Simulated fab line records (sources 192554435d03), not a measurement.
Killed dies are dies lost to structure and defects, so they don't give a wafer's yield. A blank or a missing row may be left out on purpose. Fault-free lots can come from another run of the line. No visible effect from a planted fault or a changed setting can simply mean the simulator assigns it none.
fab line records	flow n5-finfet
record: lots: 7	wafers: 21	last-day: 16
route steps=1938 shown BEOL_M10@1527 BEOL_M11@1536 BEOL_M15@1830 PASSIVATION@1936
lots untouched by any fault: they come from a run of this same line in which no faults occurred
start-h: start of the lot's first displayed wafer, in hours after the record's first day	wait-h: time in hours since the lot's previous step	" repeats the value in the row above	L1.1+2: a row that stands for several wafers	- no value, or no start was given	* or withheld: withheld	< > ~ a bound
route shown NAME@n: a module of which the file shows steps, and the number in the route of the first	usual: average and standard deviation across the fault-free wafers	same: alike in all rows	chamber/n: place in a boat	sites: readings site by site	_std_site: standard deviation across them	_edge_site: inner sites' mean taken away from outer sites' mean	radius-mm: for every site, how far away it sits from the centre of the wafer	mask NAME#n: copy n	behind: the most recent tool/chamber to have shaped the wafer	hold: why the lot went on hold/how many hours it stayed there/how the hold came to an end	device: transistor that didn't switch, given as n, p or np	end of line: the tests these same wafers got at the end of their route	a step with no rows: only its recipe	killed: count of dies lost to structure and defects at first sort (not the wafer's yield)	map: a wafer's dies, marking killed ones x, the rest . and places with no die _
set.NAME: the run value of the setting; set.NAME@STEP: its run value at that earlier step	model.NAME: the simulator's own value behind a step, which no gauge read
a sample of lots followed through the steps of the route, with each step as a table and each wafer as a row
services: from which hour (start-h, from the record's first day; less than 0 if before it) a tool's chamber was out of use, for how many hours, and why
== steps ==
step: N5_BEOL_M10_SPUTTER_48
recipe: material: Cu	target-thk-a: 120	temp-c: -20	bias-v: 60	power-w: 26000	chamber-pressure-pa: 0.13	time-s: 2
usual: susceptor-temp-C: -20.01/0.1	throttle-valve-pct: 29.7/1.1
same: time-s: 2
lot.wafer	tool	chamber	start-h	wait-h	susceptor-temp-C	throttle-valve-pct
L515.1	pvd-sputter-02	-	221.96	0.1	-19.89	30.3
L515.2	"	-	"	"	-19.88	30.0
L515.3	"	-	"	"	-20.05	29.0
L517.3	pvd-sputter-03	-	235.59	0.1	-19.97	28.1
L517.4	"	-	"	"	-19.76	29.9
L517.6	"	-	"	"	-20.03	29.3
L521.1	pvd-sputter-03	-	251.37	1.7	-20.01	27.7
L521.4	"	-	"	"	-19.97	29.8
L521.6	"	-	"	"	-20.03	29.9
L522.1	pvd-sputter-03	-	252.17	0.1	-19.91	29.7
L522.2	"	-	"	"	-20.12	29.4
L522.5	"	-	"	"	-20.05	31.4
L526.2	pvd-sputter-01	-	282.84	0.1	-19.88	31.5
L526.4	"	-	"	"	-20.29	30.4
L526.6	"	-	"	"	-19.92	31.4
L532.1	pvd-sputter-01	-	322.67	1.9	-20.01	29.1
L532.3	"	-	"	"	-20.13	31.4
L532.4	"	-	"	"	-20.00	28.7
L535.4	pvd-sputter-02	-	339.39	0.1	-20.02	29.1
L535.5	"	-	"	"	-19.86	30.4
L535.6	"	-	"	"	-19.99	30.0
step: N5_BEOL_M10_ANNEAL_51
recipe: temp-c: 225	time-s: 90	ambient: N2
usual: wafer_temp_C_max: 226.0/0.43
same: time-s: 90
lot.wafer	tool	chamber	start-h	wait-h	wafer_temp_C_max
L515.1	rtp-anneal-02	0	222.48	0.4	226.4
L515.2	"	0	"	"	226.6
L515.3	"	0	"	"	226.0
L517.3	rtp-anneal-02	0	235.90	0.1	226.3
L517.4	"	0	"	"	226.3
L517.6	"	0	"	"	226.7
L521.1	rtp-anneal-02	0	251.59	0.1	226.4
L521.4	"	0	"	"	226.8
L521.6	"	0	"	"	226.0
L522.1	rtp-anneal-02	0	252.40	0.1	226.4
L522.2	"	0	"	"	226.7
L522.5	"	0	"	"	226.2
L526.2	rtp-anneal-01	0	283.21	0.2	226.0
L526.4	"	0	"	"	225.8
L526.6	"	0	"	"	225.9
L532.1	rtp-anneal-01	0	323.06	0.2	225.4
L532.3	"	0	"	"	225.7
L532.4	"	0	"	"	226.0
L535.4	rtp-anneal-02	0	339.93	0.4	226.4
L535.5	"	0	"	"	226.8
L535.6	"	0	"	"	226.4
step: N5_BEOL_M11_ILD_DEP_00
recipe: material: SiCOH_lowk	target-thk-a: 3085.1	temp-c: 300	precursor: DEMS/porogen	pressure-torr: 5	rf-w: 500	time-s: 58
usual: heater-power-w: 289/47	showerhead-plenum-p-Torr: 5.745/0.02	susceptor-temp-C: 300.02/0.19	throttle-valve-pct: 13.8/0.69
same: time-s: 58
lot.wafer	tool	chamber	start-h	wait-h	heater-power-w	showerhead-plenum-p-Torr	susceptor-temp-C	throttle-valve-pct
L515.1	pecvd-03	2	223.27	0.0	258	5.732	299.91	13.5
L515.2	"	0	"	"	328	5.758	300.12	13.7
L515.3	"	1	"	"	279	5.725	300.11	14.6
L517.3	pecvd-03	0	236.62	0.0	261	5.759	300.12	13.6
L517.4	"	0	"	"	277	5.758	299.88	13.7
L517.6	"	2	"	"	237	5.746	300.02	13.3
L521.1	pecvd-04	0	252.39	0.0	308	5.738	300.31	13.9
L521.4	"	2	"	"	263	5.739	299.79	12.8
L521.6	"	1	"	"	282	5.771	299.77	13.8
L522.1	pecvd-03	2	253.19	0.0	260	5.730	300.08	13.4
L522.2	"	1	"	"	275	5.728	299.69	14.3
L522.5	"	1	"	"	273	5.732	299.94	14.4
L526.2	pecvd-04	1	283.95	0.0	299	5.788	300.03	14.0
L526.4	"	0	"	"	295	5.731	299.68	13.9
L526.6	"	1	"	"	238	5.778	300.35	13.9
L532.1	pecvd-01	2	323.85	0.0	389	5.738	300.08	13.2
L532.3	"	0	"	"	353	5.732	300.13	13.7
L532.4	"	0	"	"	273	5.719	300.15	13.9
L535.4	pecvd-04	1	340.62	0.1	286	5.770	300.14	13.4
L535.5	"	2	"	"	221	5.733	299.88	12.6
L535.6	"	0	"	"	311	5.732	299.98	13.7
step: N5_BEOL_M11_EXPOSE_08
recipe: mask-id: M11	na: 1.35	source-shape: dipole	sigma-inner: 0.411	sigma-outer: 0.611	polarization: te	dose-mj: 53.75
usual: exposure-dose-mJ-cm2: 53.72/0.057
same: na: 1.35
lot.wafer	tool	chamber	start-h	wait-h	mask	exposure-dose-mJ-cm2
L515.1	arfi-scanner-01	0	224.71	-	M11#0	53.68
L515.2	"	0	"	"	M11#0	53.67
L515.3	"	0	"	"	M11#0	53.76
L517.3	arfi-scanner-01	0	237.77	-	M11#0	53.67
L517.4	"	0	"	"	M11#0	53.65
L517.6	"	0	"	"	M11#0	53.65
L521.1	arfi-scanner-02	0	254.06	-	M11#0	53.81
L521.4	"	0	"	"	M11#0	53.88
L521.6	"	0	"	"	M11#0	53.74
L522.1	arfi-scanner-01	0	255.43	-	M11#0	46.40
L522.2	"	0	"	"	M11#0	46.40
L522.5	"	0	"	"	M11#0	46.43
L526.2	arfi-scanner-01	0	285.87	-	M11#0	48.02
L526.4	"	0	"	"	M11#0	48.04
L526.6	"	0	"	"	M11#0	48.02
L532.1	arfi-scanner-02	0	326.36	-	M11#0	53.73
L532.3	"	0	"	"	M11#0	53.64
L532.4	"	0	"	"	M11#0	53.75
L535.4	arfi-scanner-03	0	345.12	-	M11#0	53.70
L535.5	"	0	"	"	M11#0	53.69
L535.6	"	0	"	"	M11#0	53.71
step: N5_BEOL_M11_CD_MEAS_11
recipe: target-cd-nm: 64.1	landing-energy-ev: 500	detector: se-inlens	polarity: opening
usual: cd-nm: 64.3/0.58
same: landing-energy-ev: 500
lot.wafer	tool	chamber	start-h	wait-h	cd-nm
L515.1	cd-sem-02	0	224.84	-	64.5
L515.2	"	0	"	"	64.8
L515.3	"	0	"	"	64.6
L517.3	cd-sem-02	0	237.89	-	63.7
L517.4	"	0	"	"	64.0
L517.6	"	0	"	"	63.7
L521.1	cd-sem-03	0	254.18	-	64.9
L521.4	"	0	"	"	64.9
L521.6	"	0	"	"	64.9
L522.1	cd-sem-02	0	255.56	-	57.2
L522.2	"	0	"	"	57.4
L522.5	"	0	"	"	57.2
L526.2	cd-sem-01	0	285.99	-	58.0
L526.4	"	0	"	"	57.4
L526.6	"	0	"	"	57.6
L532.1	cd-sem-02	0	326.48	-	63.9
L532.3	"	0	"	"	63.9
L532.4	"	0	"	"	64.9
L535.4	cd-sem-02	0	345.23	-	64.6
L535.5	"	0	"	"	64.0
L535.6	"	0	"	"	63.9
step: N5_BEOL_M11_CD_MEAS_18
recipe: pitch-nm: 140	target-cd-nm: 70
usual: cd-nm: 70.3/0.65
lot.wafer	tool	chamber	start-h	wait-h	cd-nm
L515.1	cd-sem-02	-	225.72	0.1	70.8
L515.2	"	-	"	"	71.0
L515.3	"	-	"	"	70.5
L517.3	cd-sem-03	-	238.51	0.1	69.7
L517.4	"	-	"	"	70.1
L517.6	"	-	"	"	69.4
L521.1	cd-sem-02	-	254.81	0.0	71.6
L521.4	"	-	"	"	71.4
L521.6	"	-	"	"	71.4
L522.1	cd-sem-02	-	256.20	0.1	63.3
L522.2	"	-	"	"	63.4
L522.5	"	-	"	"	63.1
L526.2	cd-sem-01	-	287.24	0.1	64.5
L526.4	"	-	"	"	63.4
L526.6	"	-	"	"	64.5
L532.1	cd-sem-02	-	327.22	0.0	70.5
L532.3	"	-	"	"	70.0
L532.4	"	-	"	"	70.6
L535.4	cd-sem-03	-	345.77	0.1	70.5
L535.5	"	-	"	"	69.5
L535.6	"	-	"	"	69.7
step: N5_BEOL_M15_RC_MEAS_101
usual: COMB_M10: 1.45e-11/2.9e-12	COMB_M11: 1.42e-11/2.7e-12	COMB_M12: 6.3e-12/1.3e-12	COMB_M13: 4.7e-12/9.7e-13	COMB_M14: 3.6e-12/8.5e-13	COMB_M15: 2.5e-12/6.5e-13	COMB_M5: 3.6e-11/7.1e-12	COMB_M6: 2.6e-11/5.5e-12	COMB_M7: 2.4e-11/5.4e-12	COMB_M7_max_site: 3.5e-11/8.3e-12	COMB_M8: 2.6e-11/4.7e-12	COMB_M8_max_site: 3.6e-11/7.9e-12	COMB_M9: 1.5e-11/3e-12	SERP_M10: 3.10/0.07	SERP_M11: 3.06/0.083	SERP_M11_max_site: 3.14/0.094	SERP_M12: 0.635/0.016	SERP_M13: 0.309/0.0072	SERP_M14: 0.164/0.0046	SERP_M5: 39.9/1.6	SERP_M6: 14.3/0.57	SERP_M7: 13.8/0.56	SERP_M8: 13.9/0.46	SERP_M9: 3.07/0.08
lot.wafer	tool	chamber	start-h	wait-h	COMB_M10[S/m]	COMB_M11[S/m]	COMB_M12[S/m]	COMB_M13[S/m]	COMB_M14[S/m]	COMB_M15[S/m]	COMB_M5[S/m]	COMB_M6[S/m]	COMB_M7[S/m]	COMB_M7_max_site[S/m]	COMB_M8[S/m]	COMB_M8_max_site[S/m]	COMB_M9[S/m]	SERP_M10[ohm/um]	SERP_M11[ohm/um]	SERP_M11_max_site[ohm/um]	SERP_M12[ohm/um]	SERP_M13[ohm/um]	SERP_M14[ohm/um]	SERP_M5[ohm/um]	SERP_M6[ohm/um]	SERP_M7[ohm/um]	SERP_M8[ohm/um]	SERP_M9[ohm/um]
L515.1	prober-02	0	255.16	0.0	1.15e-11	1.62e-11	6.1e-12	4.5e-12	4.3e-12	2.5e-12	3.8e-11	2.5e-11	2.9e-11	4.4e-11	3.6e-11	4.4e-11	1.6e-11	3.06	3.08	3.23	0.661	0.307	0.163	38.6	14.9	12.7	13.7	3.04
L515.2	"	0	"	"	1.2e-11	1.82e-11	7.2e-12	4.5e-12	3.7e-12	2.3e-12	3e-11	2.5e-11	2.7e-11	3.4e-11	2.7e-11	5.5e-11	1.49e-11	3.00	3.01	3.04	0.632	0.306	0.167	41.1	14.4	13.2	14.1	3.06
L515.3	"	0	"	"	1.11e-11	1.46e-11	7.7e-12	4.6e-12	2.7e-12	2.6e-12	3.9e-11	2.3e-11	2e-11	2.5e-11	3.8e-11	4.6e-11	1.4e-11	3.17	3.05	3.14	0.659	0.302	0.168	39.5	14.8	14.3	14.2	3.07
L517.3	prober-02	0	264.61	0.3	1.84e-11	1.46e-11	8.8e-12	3.6e-12	4.4e-12	2.3e-12	3.8e-11	2.2e-11	2.6e-11	4.1e-11	3.2e-11	5.3e-11	1.54e-11	3.10	3.04	3.09	0.654	0.307	0.165	40.9	13.5	14.4	14.1	3.14
L517.4	"	0	"	"	9.2e-12	1.25e-11	5.4e-12	5.2e-12	3.4e-12	2.1e-12	3.5e-11	2.1e-11	2.7e-11	4.6e-11	2.3e-11	3.8e-11	1.5e-11	3.04	3.07	3.13	0.654	0.315	0.160	38.8	13.8	13.3	13.7	3.07
L517.6	"	0	"	"	1.66e-11	1.73e-11	4.7e-12	5.4e-12	2.5e-12	2.3e-12	3.7e-11	1.9e-11	2.4e-11	3.7e-11	3.8e-11	4.4e-11	1.3e-11	3.15	3.08	3.14	0.618	0.303	0.169	40.1	14.2	13.8	13.9	3.12
L521.1	prober-02	0	289.59	0.0	1.35e-11	1.55e-11	4.8e-12	4e-12	3.5e-12	2.9e-12	3.5e-11	2.8e-11	2.9e-11	4.2e-11	3.1e-11	4.4e-11	1.49e-11	3.21	3.01	3.19	0.622	0.308	0.163	38.9	13.2	13.4	13.0	3.17
L521.4	"	0	"	"	1.29e-11	1.77e-11	6.3e-12	4.8e-12	5.9e-12	3.9e-12	4.1e-11	2.6e-11	2.3e-11	4.3e-11	2.7e-11	3.2e-11	1.32e-11	3.19	3.09	3.11	0.624	0.308	0.159	36.0	14.1	14.4	13.5	3.05
L521.6	"	0	"	"	1.76e-11	1.98e-11	4.7e-12	3.5e-12	3.3e-12	2.3e-12	3e-11	2.5e-11	2.3e-11	2.8e-11	2.2e-11	3e-11	1.05e-11	3.21	3.07	3.16	0.621	0.326	0.162	38.3	13.5	13.9	13.4	3.04
L522.1	prober-01	0	290.71	0.0	1.8e-11	9.2e-12	5.4e-12	5.3e-12	2.7e-12	1.9e-12	3.1e-11	2.4e-11	2.2e-11	3e-11	2.5e-11	2.8e-11	1.55e-11	3.14	3.52	3.54	0.608	0.315	0.163	39.4	14.4	13.1	14.2	3.17
L522.2	"	0	"	"	1.24e-11	1.66e-11	4.9e-12	3.2e-12	3.6e-12	2.2e-12	4.4e-11	2e-11	1.9e-11	2.8e-11	2.9e-11	3.6e-11	2.16e-11	3.12	3.62	3.74	0.646	0.301	0.166	40.8	13.9	13.4	13.6	3.09
L522.5	"	0	"	"	1.28e-11	1.57e-11	5.8e-12	3.2e-12	3.3e-12	2.2e-12	4.7e-11	3e-11	1.7e-11	3e-11	1.9e-11	3e-11	1.96e-11	3.17	3.62	3.70	0.613	0.313	0.164	39.0	14.1	13.5	13.3	3.18
L526.2	prober-02	0	315.33	0.2	1.63e-11	9.9e-12	5.5e-12	5e-12	6.3e-12	3.7e-12	3.9e-11	2.2e-11	2.4e-11	3.8e-11	2.1e-11	2.8e-11	1.41e-11	3.14	3.33	3.37	0.648	0.310	0.166	39.2	13.4	14.8	13.8	2.90
L526.4	"	0	"	"	1.57e-11	1.8e-11	6e-12	4.8e-12	5.4e-12	3.3e-12	4.8e-11	2.1e-11	2.5e-11	3.3e-11	1.9e-11	3.2e-11	1.49e-11	3.20	3.44	3.66	0.650	0.308	0.167	39.9	13.8	15.3	14.6	3.05
L526.6	"	0	"	"	1.36e-11	1.25e-11	5.4e-12	4.3e-12	4.7e-12	3.7e-12	2.8e-11	2e-11	2.1e-11	2.8e-11	2.5e-11	3.1e-11	1.27e-11	3.07	3.39	3.43	0.649	0.301	0.171	41.0	13.8	14.6	14.6	3.11
L532.1	prober-02	0	360.07	0.0	1.72e-11	1.27e-11	7e-12	4.2e-12	4.3e-12	2.9e-12	4.1e-11	2.3e-11	2.6e-11	4e-11	2.6e-11	2.8e-11	1.58e-11	3.16	3.02	3.12	0.633	0.306	0.161	38.8	13.7	13.4	14.1	3.08
L532.3	"	0	"	"	1.39e-11	1.33e-11	7.4e-12	4.1e-12	2.7e-12	3.5e-12	4.1e-11	2.7e-11	2.6e-11	4e-11	2.4e-11	2.9e-11	1.86e-11	2.98	2.99	3.08	0.649	0.303	0.163	42.0	14.3	13.1	13.7	3.03
L532.4	"	0	"	"	1.69e-11	1.94e-11	7.8e-12	6.2e-12	3.6e-12	3.5e-12	3.7e-11	2.3e-11	2.4e-11	3.7e-11	2.4e-11	3.1e-11	1.87e-11	3.04	2.98	3.06	0.659	0.314	0.158	39.4	15.0	12.9	13.3	3.08
L535.4	prober-02	0	377.94	0.5	1.63e-11	1.34e-11	4.7e-12	3.8e-12	4.4e-12	3.7e-12	2.9e-11	3.8e-11	1.9e-11	2.9e-11	2.5e-11	3.4e-11	1.79e-11	3.08	3.03	3.21	0.623	0.300	0.154	41.5	13.6	14.1	13.4	2.89
L535.5	"	0	"	"	1.56e-11	1.05e-11	5.5e-12	5.7e-12	4.7e-12	3.1e-12	4.1e-11	2.6e-11	2e-11	2.9e-11	3.2e-11	5e-11	1.56e-11	3.21	3.10	3.24	0.646	0.300	0.162	38.6	14.4	13.8	13.4	2.89
L535.6	"	0	"	"	1.02e-11	1.22e-11	6.1e-12	4.5e-12	3.8e-12	2.7e-12	3e-11	3.1e-11	2.8e-11	3.5e-11	2.4e-11	3.4e-11	1.49e-11	2.98	3.03	3.10	0.626	0.314	0.161	37.1	13.7	13.8	14.2	3.16
sites SERP_M11 radius-mm=0,75,75,75,75,140,140,140,140
L515.1 3.05 3.02 3.13 3.11 3.06 3.07 3.23 3.16 3.08
L517.3 3.04 3.04 3.06 3.02 3.02 3.08 3.09 3.04 3.08
L521.1 2.91 3.01 2.96 3.00 3.01 3.15 3.16 3.19 3.14
L522.1 3.51 3.53 3.54 3.52 3.45 3.52 3.43 3.52 3.48
L526.2 3.36 3.29 3.37 3.32 3.30 3.31 3.37 3.36 3.33
L532.1 3.12 3.07 3.10 3.02 3.05 2.91 2.94 2.90 2.95
L535.4 2.88 2.98 2.99 3.03 2.91 3.08 3.13 3.21 3.05
step: N5_PASSIVATION_PROBE_49
usual: defect-limited-yield: 91.7/1.5	killed_at_M0_to_M3: 32/9.6	killed_at_M4_up: 13/5.3	killed-at-contacts: 12/6.8	killed-at-front-end: 36/9.8	killed-at-other: 4/3.1	killed-dies: 98/17	killed-open: 65/13	killed-short: 32/8.5	sort_bin_5_function: 4.9/0.93	sort_bin_6_memory: 3.2/0.67	sort_bin_8_speed: 0.00/0.02	sort-n-pass: 1082/17
same: gross-dies: 1180	killed-at-back-side: 0	sort_bin_4_leakage[%]: 0
lot.wafer	tool	chamber	start-h	wait-h	defect-limited-yield[%]	killed_at_M0_to_M3	killed_at_M4_up	killed-at-contacts	killed-at-front-end	killed-at-other	killed-dies	killed-open	killed-short	sort_bin_5_function[%]	sort_bin_6_memory[%]	sort_bin_8_speed[%]	sort-n-pass
L515.1	prober-01	-	272.12	0.0	92.8	33	10	14	28	0	85	63	21	4.7	2.4	0	1095
L515.2	prober-01	-	272.17	0.1	91.0	34	6	27	37	2	106	71	34	4.6	4.4	0	1074
L515.3	prober-01	-	272.22	0.1	91.3	42	7	15	37	2	103	64	38	5.3	3.1	0	1077
L526.2	prober-02	-	329.90	0.1	91.4	43	9	7	39	4	102	73	29	5.2	3.1	0	1078
L526.4	prober-02	-	330.00	0.2	90.8	38	23	15	32	1	109	90	19	5.3	3.8	0	1071
L526.6	prober-02	-	330.10	0.3	93.7	35	3	14	20	2	74	49	25	4.1	2.1	0	1106
L532.3	prober-01	-	374.54	0.1	92.9	30	20	5	28	1	84	55	27	4.7	2.2	0	1096
killed by level:class
L515.1 BEOL_M0_SAQP:geometric-particle:open=14 STI_FIN_REVEAL:geometric-particle:open=12 MOL_CONTACT_COAG:geometric-particle:open=12 BEOL_M0_SAQP:geometric-particle:short=8 FIN_SAQP:geometric-particle:short=5 BEOL_M3:geometric-particle:open=5 FIN_SAQP:geometric-particle:open=4 BEOL_M1:geometric-particle:open=3
L515.2 MOL_CONTACT_COAG:geometric-particle:open=21 BEOL_M0_SAQP:geometric-particle:open=10 STI_FIN_REVEAL:geometric-particle:open=9 GATE_CUT:geometric-particle:short=7 BEOL_M3:geometric-particle:open=7 MOL_CONTACT_COAG:geometric-particle:short=6 DUMMY_GATE:geometric-particle:open=4 BEOL_M0_SAQP:geometric-particle:short=4
L515.3 BEOL_M0_SAQP:geometric-particle:short=15 MOL_CONTACT_COAG:geometric-particle:open=13 BEOL_M0_SAQP:geometric-particle:open=11 FIN_SAQP:geometric-particle:short=8 STI_FIN_REVEAL:geometric-particle:open=7 DUMMY_GATE:geometric-particle:open=7 FIN_SAQP:geometric-particle:open=6 BEOL_M3:geometric-particle:open=6
L526.2 FIN_SAQP:geometric-particle:open=9 BEOL_M1:geometric-particle:open=8 STI_FIN_REVEAL:geometric-particle:open=8 BEOL_M0_SAQP:geometric-particle:open=8 MOL_CONTACT_COAG:geometric-particle:open=7 BEOL_M2:geometric-particle:open=7 BEOL_M3:geometric-particle:open=7 BEOL_M0_SAQP:geometric-particle:short=5
L526.4 STI_FIN_REVEAL:geometric-particle:open=17 BEOL_M4:geometric-particle:open=16 MOL_CONTACT_COAG:geometric-particle:open=14 BEOL_M3:geometric-particle:open=10 BEOL_M0_SAQP:geometric-particle:open=8 BEOL_M0_SAQP:geometric-particle:short=6 BEOL_M2:geometric-particle:open=4 BEOL_M1:geometric-particle:open=4
L526.6 MOL_CONTACT_COAG:geometric-particle:open=9 BEOL_M0_SAQP:geometric-particle:short=8 BEOL_M0_SAQP:geometric-particle:open=7 STI_FIN_REVEAL:geometric-particle:open=5 MOL_CONTACT_COAG:geometric-particle:short=5 BEOL_M2:geometric-particle:open=5 BEOL_M3:geometric-particle:open=5 BEOL_M1:geometric-particle:open=4
L532.3 STI_FIN_REVEAL:geometric-particle:open=10 BEOL_M4:geometric-particle:open=9 BEOL_M0:geometric-particle:short=8 BEOL_M1:geometric-particle:open=6 BEOL_M5:geometric-particle:open=6 MOL_CONTACT_COAG:geometric-particle:open=5 FIN_SAQP:geometric-particle:short=5 BEOL_M0_SAQP:geometric-particle:open=4
== services ==
tool	chamber	start-h	hours	kind
arfi-scanner-01	-	201.77	17.3	pm
pecvd-01	2	209.43	19.8	repair
arfi-scanner-03	-	212.76	2.1	repair
arfi-scanner-03	-	217.20	1.0	pm
arfi-scanner-02	-	218.71	1.3	pm
arfi-scanner-01	-	219.10	1.0	pm
arfi-scanner-01	-	220.10	0.8	pm
pecvd-01	-	229.78	28.1	pm
arfi-scanner-03	-	232.81	14.9	repair
arfi-scanner-03	-	252.73	0.8	repair
arfi-scanner-02	-	257.86	16.0	pm
pecvd-01	0	265.44	4.3	repair
arfi-scanner-01	-	271.69	1.0	pm
arfi-scanner-02	-	282.45	1.7	repair
arfi-scanner-01	-	288.63	0.8	repair
arfi-scanner-01	-	295.98	0.8	pm
arfi-scanner-02	-	300.34	1.0	pm
arfi-scanner-03	-	309.21	8.3	repair
arfi-scanner-01	-	310.06	1.3	pm
arfi-scanner-01	-	312.18	2.7	repair
pecvd-04	-	314.96	6.0	pm
arfi-scanner-02	-	315.87	0.8	pm
arfi-scanner-02	-	323.05	1.2	repair
arfi-scanner-02	-	344.21	1.3	pm
== key ==
first-sign: step: N5_BEOL_M11_EXPOSE_08	reading: exposure-dose-mJ-cm2	direction: down	sigmas: 99+	usual: 53.72	struck: 47.22
effect: step: N5_BEOL_M11_CD_MEAS_11	reading: cd-nm	direction: down	sigmas: 12	usual: 64.3	struck: 57.5	through: control-loop
effect: step: N5_BEOL_M11_CD_MEAS_18	reading: cd-nm	direction: down	sigmas: 10	usual: 70.3	struck: 63.7	through: control-loop
effect: step: N5_BEOL_M15_RC_MEAS_101	reading: SERP_M11	direction: up	sigmas: 5.2	usual: 3.06	struck: 3.49
met-at N5_BEOL_M11_EXPOSE_08
struck-lots L522,L526
loop-trim: step: N5_BEOL_M11_EXPOSE_08	setting: dose	lots: L526
not-acting-at N5_BEOL_M10_SPUTTER_48,N5_BEOL_M10_ANNEAL_51,N5_BEOL_M11_ILD_DEP_00
onset-between 237.77 255.43
fault: kind: process-parameter-drift	tool: arfi-scanner-01	chamber: -	onset-h: 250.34	steps: N5_BEOL_M11_EXPOSE_08	channel: dose-mj	offset: -7.2666	shape: step	acts-in: these-recipes-only	stated: 53.75
loop-trim: a control loop set the setting to another value than it would have without faults
